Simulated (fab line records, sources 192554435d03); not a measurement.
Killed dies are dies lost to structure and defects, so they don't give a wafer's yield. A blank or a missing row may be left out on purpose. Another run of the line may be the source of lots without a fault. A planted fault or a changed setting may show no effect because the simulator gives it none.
fab line records	flow n5Finfet
record: lots: 5	wafers: 15	lastDay: 15
route steps=1938 shown MOL_CONTACT_COAG@572 BEOL_M4@1111
lots that met no fault: from a run of the same line without faults
startH: hours from the record's first day to the start of the lot's first wafer shown	waitH: time in hours since the lot's previous step	" identical to the entry in the row above	L1.1+2: one row covering several wafers at once	- value missing, or start not given	* or withheld: withheld	< > ~ a bound
route shown NAME@n: NAME is a module with steps in the file, n the number in the route of the first one	usual: the fault-free wafers' mean and standard deviation	same: alike in all rows	chamber/n: place in a boat	sites: per-site readings	_std_site: standard deviation across them	_edge_site: inner sites' mean taken away from outer sites' mean	radiusMm: how far each site lies from the wafer's centre	mask NAME#n: copy n	behind: tool/chamber where the wafer was last shaped	hold: reason for holding the lot/hours on hold/outcome of the hold	device: whichever transistor did not switch (one of n, p or np)	end of line: the same wafers' tests at the end of the route	a step without rows: its recipe alone	killed: count of dies lost to structure and defects at first sort (not the wafer's yield)	map: the dies of a wafer, with x for killed, . for not killed, _ for no die there
set.NAME: setting as actually run; set.NAME@STEP: the setting as run at that earlier step	model.NAME: the simulator's own value behind a step, which no gauge read
a table for each step, a row for each wafer; lots at some steps of the route
services: the hour from which a tool's chamber was out of use, counted from the record's first day as startH (under 0 if before that day), plus the number of hours and why
== steps ==
step: N5_MOL_CONTACT_COAG_DEVELOP_83
recipe: developTimeS: 30	developer: TMAH	resist: CAR-EUV	rinseLiquid: surfactantRinse	dry: airSpin	devTempC: 23
step: N5_MOL_CONTACT_COAG_CD_MEAS_84
recipe: targetCdNm: 25.1	landingEnergyEv: 500	detector: seInlens	polarity: opening
usual: cdNm: 25.07/0.24
lot.wafer	tool	chamber	startH	waitH	cdNm
L223.1	cdSem-02	0	109.36	-	25.31
L223.3	"	0	"	"	25.00
L223.4	"	0	"	"	24.87
L224.2	cdSem-02	0	118.42	-	24.83
L224.3	"	0	"	"	25.37
L224.4	"	0	"	"	25.08
L232.1	cdSem-03	0	165.56	-	25.16
L232.2	"	0	"	"	24.71
L232.6	"	0	"	"	25.67
L234.4	cdSem-02	0	200.79	-	24.83
L234.5	"	0	"	"	25.36
L234.6	"	0	"	"	25.25
L236.4	cdSem-02	0	207.23	-	25.06
L236.5	"	0	"	"	25.05
L236.6	"	0	"	"	24.79
step: N5_MOL_CONTACT_COAG_OVL_MEAS_85
recipe: pointsPerWafer: 522
usual: VG_OVL: -0.1/0.69
lot.wafer	tool	chamber	startH	waitH	VG_OVL[nm]
L223.1	overlay-02	0	109.39	0.0	0.0
L223.3	"	0	"	"	0.0
L223.4	"	0	"	"	-1.2
L224.2	overlay-01	0	118.45	0.0	0.9
L224.3	"	0	"	"	0.3
L224.4	"	0	"	"	0.1
L232.1	overlay-02	0	165.59	0.0	-1.0
L232.2	"	0	"	"	-0.1
L232.6	"	0	"	"	-0.9
L234.4	overlay-02	0	200.84	0.0	-0.2
L234.5	"	0	"	"	-0.1
L234.6	"	0	"	"	-0.2
L236.4	overlay-01	0	207.28	0.0	-0.4
L236.5	"	0	"	"	-0.2
L236.6	"	0	"	"	0.1
step: N5_MOL_CONTACT_COAG_INSPECT_57
recipe: mode: adi	inspectInstrument: brightfield
usual: rawDefectCount: 193/51
lot.wafer	tool	chamber	startH	waitH	rawDefectCount
L223.1	defectInspect-01	-	109.45	0.1	142
L223.3	"	-	"	"	156
L223.4	"	-	"	"	162
L224.2	defectInspect-01	-	118.51	0.0	243
L224.3	"	-	"	"	211
L224.4	"	-	"	"	203
L232.1	defectInspect-01	-	165.64	0.1	153
L232.2	"	-	"	"	281
L232.6	"	-	"	"	163
L234.4	defectInspect-01	-	200.88	0.0	169
L234.5	"	-	"	"	141
L234.6	"	-	"	"	138
L236.4	defectInspect-02	-	207.32	0.0	168
L236.5	"	-	"	"	243
L236.6	"	-	"	"	229
step: N5_MOL_CONTACT_COAG_DESCUM_88
recipe: chemistry: O2	timeS: 7	sourcePowerW: 50	biasPowerW: 20	pressureMtorr: 20	rfFrequencyHz: 2.712e+07	tempC: 40	resist: CAR-EUV	o2FlowSccm: 225
usual: biasPowerW: 20.00/0.063	drypumpMotorCurrentA: 5.6/0.48	oesProductAu: 0.80/0.092	rfVppV: 243.6/1.4	showerheadPlenumPTorr: 2.12/0.079	throttleValvePct: 20.41/0.27
lot.wafer	tool	chamber	startH	waitH	biasPowerW	drypumpMotorCurrentA	oesProductAu	rfHoursCounterH	rfVppV	showerheadPlenumPTorr	throttleValvePct
L223.1	rieDiel-06	3	109.48	0.0	19.89	6.0	0.81	97	243.7	2.22	20.67
L223.3	"	1	"	"	19.95	5.8	0.78	118	242.5	2.02	20.45
L223.4	"	2	"	"	19.94	4.9	0.69	215	242.4	2.08	20.16
L224.2	rieDiel-04	1	118.78	0.3	19.90	5.9	0.74	154	244.6	2.17	20.10
L224.3	"	0	"	"	19.86	4.7	0.87	56	243.4	2.11	20.12
L224.4	"	3	"	"	20.00	5.8	0.79	134	242.3	2.01	20.54
L232.1	rieDiel-06	2	165.68	0.0	20.02	4.9	0.68	233	243.8	2.08	20.19
L232.2	"	1	"	"	19.94	5.8	0.77	136	242.2	2.01	20.48
L232.6	"	0	"	"	19.98	5.8	0.94	-	245.4	2.22	20.31
L234.4	rieDiel-04	1	200.93	0.1	19.98	5.9	0.72	181	243.2	2.16	20.14
L234.5	"	3	"	"	20.04	5.7	0.76	-	242.0	2.00	20.59
L234.6	"	0	"	"	20.01	4.7	0.82	-	243.0	2.10	20.15
L236.4	rieDiel-05	0	207.35	0.0	20.04	6.5	0.75	174	241.6	1.99	20.37
L236.5	"	3	"	"	19.98	5.6	0.69	-	244.5	2.15	20.78
L236.6	"	0	"	"	20.06	6.4	0.75	-	242.5	1.99	20.36
step: N5_MOL_CONTACT_COAG_ETCH_89
recipe: chemistry: N2/H2	target: underlayer	targetDepthA: 130	maskMaterial: CAR-EUV	timeS: 10.4	ionEnergyEv: 200	pressureMtorr: 30	sourceW: 840	biasW: 150	n2FlowSccm: 200	h2FlowSccm: 200	ends: cleared
step: N5_MOL_CONTACT_COAG_ETCH_90
recipe: chemistry: CF4	target: SiARC	targetDepthA: 130	maskMaterial: CAR-EUV	timeS: 21.7	ionEnergyEv: 80	pressureMtorr: 40	sourceW: 545	biasW: 36	Ar_flow_sccm: 100	cf4FlowSccm: 100	ends: cleared
usual: biasW: 36.01/0.1	drypumpMotorCurrentA: 5.6/0.48	etchRfOnTimeS: 21.5/0.47	oesProductAu: 0.68/0.077	rfVppV: 184.5/1.3	showerheadPlenumPTorr: 2.17/0.077	throttleValvePct: 15.60/0.23
lot.wafer	tool	chamber	startH	waitH	biasW	drypumpMotorCurrentA	etchRfOnTimeS	oesProductAu	rfHoursCounterH	rfVppV	showerheadPlenumPTorr	throttleValvePct
L223.1	rieDiel-06	3	109.54	0.0	35.79	6.0	21.4	0.69	97	185.7	2.24	15.62
L223.3	"	1	"	"	35.78	5.8	22.4	0.67	118	183.3	2.08	15.65
L223.4	"	2	"	"	35.94	4.9	22.0	0.60	215	183.4	2.12	15.37
L224.2	rieDiel-04	1	118.84	0.0	36.19	5.9	21.3	0.64	154	185.5	2.22	15.36
L224.3	"	0	"	"	36.17	4.8	21.7	0.73	56	184.6	2.17	15.32
L224.4	"	3	"	"	36.07	5.8	20.7	0.68	134	184.1	2.07	15.78
L232.1	rieDiel-06	2	165.73	0.0	35.75	5.0	21.7	0.59	233	185.2	2.11	15.42
L232.2	"	1	"	"	36.05	5.8	22.0	0.66	136	183.8	2.07	15.68
L232.6	"	0	"	"	36.08	5.8	20.7	0.81	-	185.9	2.29	15.62
L234.4	rieDiel-04	1	200.99	0.0	35.95	5.9	21.6	0.63	181	184.8	2.21	15.41
L234.5	"	3	"	"	36.01	5.7	20.9	0.68	-	183.7	2.06	15.85
L234.6	"	0	"	"	36.11	4.8	21.7	0.70	-	184.1	2.16	15.38
L236.4	rieDiel-05	0	207.40	0.0	35.96	6.5	22.3	0.62	174	183.5	2.05	15.61
L236.5	"	3	"	"	36.03	5.6	21.6	0.59	-	185.6	2.19	16.01
L236.6	"	0	"	"	35.80	6.5	22.2	0.62	-	182.1	2.05	15.63
step: N5_MOL_CONTACT_COAG_ALD_131
recipe: material: SiO2	targetThkA: 50	tempC: 100	aldPrecursorFamily: BDEAS	aldCoReactant: O2-plasma	pulseTimeS: 1	coReactantPulseTimeS: 1	purgeTimeS: 2	coReactantPurgeTimeS: 2	aldCycles: 35	pressureTorr: 2
step: N5_MOL_CONTACT_COAG_ETCHBACK_132
recipe: chemistry: CHF3	target: SiO2	targetDepthA: 100	timeS: 6.7	ionEnergyEv: 200	pressureMtorr: 30	sourceW: 610	biasW: 170	Ar_flow_sccm: 200	CHF3_flow_sccm: 50
usual: biasW: 170.0/0.51	drypumpMotorCurrentA: 5.6/0.49	oesProductAu: 0.79/0.089	rfVppV: 530/12	showerheadPlenumPTorr: 2.40/0.084	throttleValvePct: 18.73/0.25
lot.wafer	tool	chamber	startH	waitH	biasW	drypumpMotorCurrentA	oesProductAu	rfHoursCounterH	rfVppV	showerheadPlenumPTorr	throttleValvePct
L223.1	rieDiel-04	3	109.84	0.2	170.2	5.8	0.80	130	522	2.29	18.87
L223.3	"	0	"	"	170.0	4.7	0.85	52	549	2.42	18.47
L223.4	"	3	"	"	169.8	5.8	0.79	-	523	2.30	18.89
L224.2	rieDiel-06	0	119.39	0.4	170.0	5.8	0.98	8	508	2.54	18.71
L224.3	"	2	"	"	169.5	4.9	0.69	219	534	2.34	18.33
L224.4	"	3	"	"	170.4	6.0	0.81	101	517	2.49	18.78
L232.1	rieDiel-06	0	166.11	0.2	170.1	5.8	0.94	22	507	2.54	18.77
L232.2	"	2	"	"	169.5	5.0	0.68	233	534	2.33	18.34
L232.6	"	3	"	"	169.4	6.0	0.79	-	516	2.49	18.81
L234.4	rieDiel-05	3	201.27	0.1	170.4	5.5	0.69	-	526	2.43	19.02
L234.5	"	1	"	"	170.4	5.1	1.00	-	544	2.45	18.82
L234.6	"	0	"	"	169.5	6.5	0.73	-	518	2.29	18.76
L236.4	rieDiel-05	0	208.08	0.1	170.3	6.4	0.73	174	518	2.29	18.77
L236.5	"	0	"	"	170.1	6.4	0.74	-	518	2.28	18.77
L236.6	"	1	"	"	170.0	5.2	0.99	-	544	2.45	18.80
step: N5_MOL_CONTACT_COAG_ETCH_91
recipe: chemistry: N2/H2	target: SOC	targetDepthA: 600	overetchA: 210	maskMaterial: SiARC	tempC: 40	timeS: 101.2	ionEnergyEv: 200	pressureMtorr: 30	sourceW: 840	biasW: 150	n2FlowSccm: 200	h2FlowSccm: 200
usual: biasW: 150.0/0.47	drypumpMotorCurrentA: 5.6/0.49	n2FlowSccm: 200.0/0.57	oesProductAu: 0.66/0.068	rfVppV: 524.5/2.8	showerheadPlenumPTorr: 2.56/0.094	throttleValvePct: 17.78/0.23
lot.wafer	tool	chamber	startH	waitH	biasW	drypumpMotorCurrentA	n2FlowSccm	oesProductAu	rfHoursCounterH	rfVppV	showerheadPlenumPTorr	throttleValvePct
L223.1	rieDiel-04	3	109.88	0.0	150.0	5.8	199.0	0.66	130	521.5	2.43	17.81
L223.3	"	0	"	"	150.0	4.7	200.1	0.71	52	525.2	2.57	17.58
L223.4	"	3	"	"	149.2	5.8	198.8	0.66	-	521.2	2.43	17.79
L224.2	rieDiel-06	0	119.43	0.0	150.7	5.8	200.0	0.80	8	528.3	2.72	17.88
L224.3	"	2	"	"	149.7	4.9	198.5	0.59	219	522.8	2.51	17.54
L224.4	"	3	"	"	150.6	5.9	200.9	0.67	101	526.1	2.68	17.85
L232.1	rieDiel-06	0	166.15	0.0	149.4	5.9	200.5	0.77	22	529.5	2.72	17.90
L232.2	"	2	"	"	150.1	5.0	199.4	0.58	233	521.3	2.51	17.57
L232.6	"	3	"	"	150.2	6.0	201.5	0.66	-	527.5	2.67	17.88
L234.4	rieDiel-05	3	201.33	0.0	149.2	5.5	200.1	0.58	-	525.6	2.59	18.01
L234.5	"	1	"	"	150.5	5.2	200.3	0.81	-	527.5	2.60	17.66
L234.6	"	0	"	"	150.7	6.5	200.5	0.62	-	520.2	2.43	17.78
L236.4	rieDiel-05	0	208.11	0.0	150.3	6.4	199.6	0.62	174	521.1	2.43	17.77
L236.5	"	0	"	"	150.6	6.5	201.2	0.62	-	519.4	2.43	17.77
L236.6	"	1	"	"	149.8	5.1	200.3	0.79	-	526.6	2.59	17.66
step: N5_MOL_CONTACT_COAG_STRIP_92
recipe: chemistry: N2/H2	tempC: 40	n2FlowSccm: 200	h2FlowSccm: 200	rfFrequencyHz: 6e+07
step: N5_MOL_CONTACT_COAG_STRIP_93
recipe: chemistry: N2/H2	tempC: 40	n2FlowSccm: 200	h2FlowSccm: 200	rfFrequencyHz: 6e+07
step: N5_MOL_CONTACT_COAG_ETCHBACK_135
recipe: chemistry: CHF3	target: SiO2	targetDepthA: 250	timeS: 16.7	ionEnergyEv: 200	pressureMtorr: 30	sourceW: 610	biasW: 170	Ar_flow_sccm: 200	CHF3_flow_sccm: 50
usual: biasW: 170.1/0.58	drypumpMotorCurrentA: 5.6/0.49	oesProductAu: 0.79/0.088	rfVppV: 530/12	showerheadPlenumPTorr: 2.40/0.084	throttleValvePct: 18.73/0.25
lot.wafer	tool	chamber	startH	waitH	biasW	drypumpMotorCurrentA	oesProductAu	rfHoursCounterH	rfVppV	showerheadPlenumPTorr	throttleValvePct	model.SOC_of_MOL_CONTACT_COAG_COAT_75.thkNm
L223.1	rieDiel-04	3	109.97	0.0	170.3	5.8	0.80	130	523	2.30	18.90	57.2
L223.3	"	0	"	"	169.6	4.8	0.86	52	548	2.42	18.46	57.2
L223.4	"	3	"	"	169.7	5.7	0.81	-	523	2.30	18.90	57.2
L224.2	rieDiel-06	0	119.52	0.0	170.5	5.8	0.98	8	507	2.54	18.73	57.2
L224.3	"	2	"	"	170.2	5.0	0.69	219	534	2.34	18.33	57.2
L224.4	"	3	"	"	171.2	6.1	0.81	101	519	2.49	18.79	57.4
L232.1	rieDiel-06	0	166.24	0.0	169.4	5.8	0.93	22	507	2.54	18.74	57.4
L232.2	"	2	"	"	170.0	4.9	0.83	233	534	2.33	18.39	56.6
L232.6	"	3	"	"	169.9	6.0	0.78	-	517	2.49	18.83	57.4
L234.4	rieDiel-05	3	201.39	0.0	170.1	5.5	0.69	-	527	2.42	19.01	57.2
L234.5	"	1	"	"	170.1	5.2	0.99	-	543	2.45	18.81	57
L234.6	"	0	"	"	169.3	6.4	0.72	-	517	2.29	18.76	57.2
L236.4	rieDiel-05	0	208.20	0.0	170.1	6.4	0.73	174	518	2.28	18.75	57.4
L236.5	"	0	"	"	169.3	6.4	0.73	-	517	2.28	18.77	57.4
L236.6	"	1	"	"	171.1	5.1	0.99	-	544	2.45	18.81	57.4
step: N5_MOL_CONTACT_COAG_STRIP_118
recipe: chemistry: CHF3	resist: SiARC	rfFrequencyHz: 6e+07
step: N5_MOL_CONTACT_COAG_VIA_ETCH_46
recipe: chemistry: C4F6/O2	targetDepthA: 460	overetchA: 92	maskMaterial: SOC	target: SiO2	biasW: 455	pressureMtorr: 10	timeS: 40	sourceW: 325	Ar_flow_sccm: 300	C4F6_flow_sccm: 10	O2_flow_sccm: 10	ionEnergyEv: 575.3	ends: endPoint
usual: C4F6_flow_sccm: 10.00/0.03	biasW: 455.0/1.3	drypumpMotorCurrentA: 5.6/0.49	oesProductAu: 0.71/0.074	rfVppV: 1602/34	showerheadPlenumPTorr: 2.87/0.099	throttleValvePct: 40.9/0.44
lot.wafer	tool	chamber	startH	waitH	C4F6_flow_sccm	biasW	drypumpMotorCurrentA	oesProductAu	rfHoursCounterH	rfVppV	showerheadPlenumPTorr	throttleValvePct	model.SOC_of_MOL_CONTACT_COAG_COAT_75.thkNm
L223.1	rieDiel-04	3	110.00	0.0	9.99	454.6	5.8	0.71	130	1585	2.74	41.0	50.6
L223.3	"	0	"	"	10.02	454.3	4.7	0.77	52	1656	2.89	41.0	50.4
L223.4	"	3	"	"	10.00	455.7	5.8	0.71	-	1584	2.74	41.0	50.6
L224.2	rieDiel-06	0	119.55	0.0	10.03	454.3	5.8	0.86	8	1542	3.03	40.7	50.6
L224.3	"	2	"	"	9.98	456.2	4.9	0.63	219	1613	2.79	40.1	50.6
L224.4	"	3	"	"	10.00	454.2	5.9	0.72	101	1571	2.98	41.2	50.6
L232.1	rieDiel-06	0	166.27	0.0	9.98	455.0	5.8	0.82	22	1539	3.02	40.8	50.6
L232.2	"	2	"	"	10.07	455.0	4.9	0.62	233	1615	2.78	40.1	50.2
L232.6	"	3	"	"	10.03	455.8	6.0	0.71	-	1571	2.97	41.3	50.8
L234.4	rieDiel-05	3	201.45	0.0	10.00	453.6	5.6	0.62	-	1594	2.89	40.7	50.6
L234.5	"	1	"	"	9.99	455.3	5.1	0.87	-	1643	2.93	41.7	50
L234.6	"	0	"	"	10.02	453.2	6.4	0.66	-	1566	2.73	40.9	50.8
L236.4	rieDiel-05	0	208.23	0.0	10.02	455.1	6.5	0.67	174	1567	2.73	40.9	51
L236.5	"	0	"	"	9.96	455.0	6.5	0.66	-	1566	2.73	40.9	51
L236.6	"	1	"	"	10.03	454.8	5.1	0.87	-	1643	2.93	41.7	50.6
step: N5_MOL_CONTACT_COAG_STRIP_96
recipe: chemistry: N2/H2	powerW: 500	tempC: 40	pressureMtorr: 50	rfFrequencyHz: 6e+07	overashFraction: 0.3	biasPowerW: 28	h2Frac: 0.5	n2FlowSccm: 300	h2FlowSccm: 300
usual: biasPowerW: 28.00/0.083	drypumpMotorCurrentA: 5.6/0.49	n2FlowSccm: 300.1/1	oesProductAu: 0.79/0.09	powerW: 500.2/1.5	rfVppV: 122.1/1.2	showerheadPlenumPTorr: 3.39/0.12	throttleValvePct: 18.8/0.33
lot.wafer	tool	chamber	startH	waitH	biasPowerW	drypumpMotorCurrentA	n2FlowSccm	oesProductAu	powerW	rfHoursCounterH	rfVppV	showerheadPlenumPTorr	throttleValvePct
L223.1	rieDiel-04	3	110.07	0.0	28.01	5.8	300.5	0.79	502.0	130	120.6	3.22	18.7
L223.3	"	0	"	"	27.98	4.7	300.4	0.86	498.7	52	124.4	3.39	19.0
L223.4	"	3	"	"	28.02	5.8	300.1	0.78	500.0	-	120.3	3.22	18.7
L224.2	rieDiel-06	0	119.62	0.0	27.94	5.8	301.7	0.96	499.4	8	123.6	3.59	19.2
L224.3	"	2	"	"	28.12	4.9	298.8	0.69	502.6	219	122.6	3.32	18.7
L224.4	"	3	"	"	27.87	6.0	300.0	0.81	501.6	101	124.5	3.53	18.6
L232.1	rieDiel-06	0	166.34	0.0	28.10	5.8	298.6	0.94	497.7	22	121.5	3.58	19.3
L232.2	"	2	"	"	27.91	5.0	301.8	0.68	499.6	233	122.9	3.31	18.7
L232.6	"	3	"	"	28.11	6.1	299.8	0.79	498.9	-	120.6	3.53	18.6
L234.4	rieDiel-05	3	201.50	0.0	27.90	5.5	301.9	0.68	500.6	-	122.8	3.43	18.9
L234.5	"	1	"	"	28.13	5.2	300.6	0.99	499.1	-	121.5	3.43	18.4
L234.6	"	0	"	"	28.10	6.4	299.6	0.74	499.1	-	121.2	3.22	18.6
L236.4	rieDiel-05	0	208.30	0.0	27.94	6.5	300.8	0.74	499.8	174	122.8	3.22	18.6
L236.5	"	0	"	"	27.92	6.4	299.8	0.76	499.1	-	121.5	3.22	18.6
L236.6	"	1	"	"	27.96	5.2	300.1	0.98	501.5	-	122.6	3.42	18.4
step: N5_BEOL_M4_RC_MEAS_101
usual: DIBL_N: 37.2/2.1	DIBL_P: 37.3/2.3	IOFF_N: 0.18/0.041	IOFF_P: 0.24/0.042	ION_N: 680/13	ION_P: 466/7.7	SS_N: 71.8/0.68	SS_P: 73.5/0.66	VT_N: 249/3.6	VT_P: -248/3.4
lot.wafer	tool	chamber	startH	waitH	DIBL_N[mV/V]	DIBL_P[mV/V]	IOFF_N[nA/um]	IOFF_P[nA/um]	ION_N[uA/um]	ION_P[uA/um]	SS_N[mV/dec]	SS_P[mV/dec]	VT_N[mV]	VT_P[mV]
L223.1	prober-01	0	181.95	0.0	40.3	40.1	0.26	0.28	702	470	72.7	74.2	243	-248
L223.3	"	0	"	"	36.7	35.7	0.17	0.21	686	464	71.6	73.6	249	-251
L223.4	"	0	"	"	37.9	37.0	0.20	0.22	689	463	72.1	74.0	247	-251
L224.2	prober-01	0	193.39	0.2	37.7	37.8	0.20	0.23	693	469	72.1	73.6	244	-249
L224.3	"	0	"	"	40.1	40.1	0.26	0.28	705	475	72.5	74.2	242	-248
L224.4	"	0	"	"	39.1	39.1	0.22	0.27	706	476	72.3	74.0	244	-246
L232.1	prober-01	0	229.21	0.2	38.3	37.2	0.19	0.24	686	468	71.4	73.2	245	-246
L232.2	"	0	"	"	38.0	35.8	0.16	0.20	676	460	71.5	73.0	252	-249
L232.6	"	0	"	"	38.4	35.9	0.15	0.20	665	453	71.1	72.9	252	-251
L234.4	prober-02	0	255.43	0.5	36.2	35.6	0.15	0.21	671	463	72.3	73.4	251	-248
L234.5	"	0	"	"	37.8	38.7	0.18	0.26	669	460	72.3	73.7	249	-249
L234.6	"	0	"	"	37.8	37.5	0.19	0.25	670	458	73.3	73.5	251	-247
L236.4	prober-02	0	261.56	0.5	36.4	36.4	0.15	0.17	666	453	71.2	73.0	249	-256
L236.5	"	0	"	"	36.9	37.7	0.15	0.19	664	446	71.6	73.6	250	-255
L236.6	"	0	"	"	36.3	37.3	0.15	0.19	667	451	71.4	73.2	250	-254
== services ==
tool	chamber	startH	hours	kind
rieDiel-05	2	89.97	4.8	repair
rieDiel-05	2	95.16	-	clean
rieDiel-05	2	95.16	-	consumableReplace:focusRing
rieDiel-05	2	95.16	-	consumableReplace:showerhead
rieDiel-05	2	95.16	32.9	scheduledDown
rieDiel-05	2	95.16	32.9	ventCycle
rieDiel-04	1	106.99	5.1	repair
rieDiel-05	0	147.50	7.9	repair
rieDiel-04	2	158.73	9.8	repair
rieDiel-05	1	182.10	-	clean
rieDiel-05	1	182.10	-	consumableReplace:focusRing
rieDiel-05	1	182.10	14.4	scheduledDown
rieDiel-05	1	182.10	14.4	ventCycle
rieDiel-05	2	186.93	18.4	repair
rieDiel-06	1	194.90	14.0	repair
== key ==
firstSign none at tools or gauges
modelEffect: step: N5_MOL_CONTACT_COAG_ETCHBACK_135	value: SOC_of_MOL_CONTACT_COAG_COAT_75.thkNm	without: 57.6	struck: 56.6
modelEffect: step: N5_MOL_CONTACT_COAG_VIA_ETCH_46	value: SOC_of_MOL_CONTACT_COAG_COAT_75.thkNm	without: 51	struck: 50.2
metAt N5_MOL_CONTACT_COAG_ETCHBACK_135
struckWafers L232.2
onsetBetween 119.52 166.24
fault: kind: processParameterDrift	tool: rieDiel-06	chamber: -	onsetH: 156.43	steps: N5_MOL_CONTACT_COAG_ETCHBACK_135	channel: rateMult	offset: 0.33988	shape: step	endH: 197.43	scope: struckWafersOnly
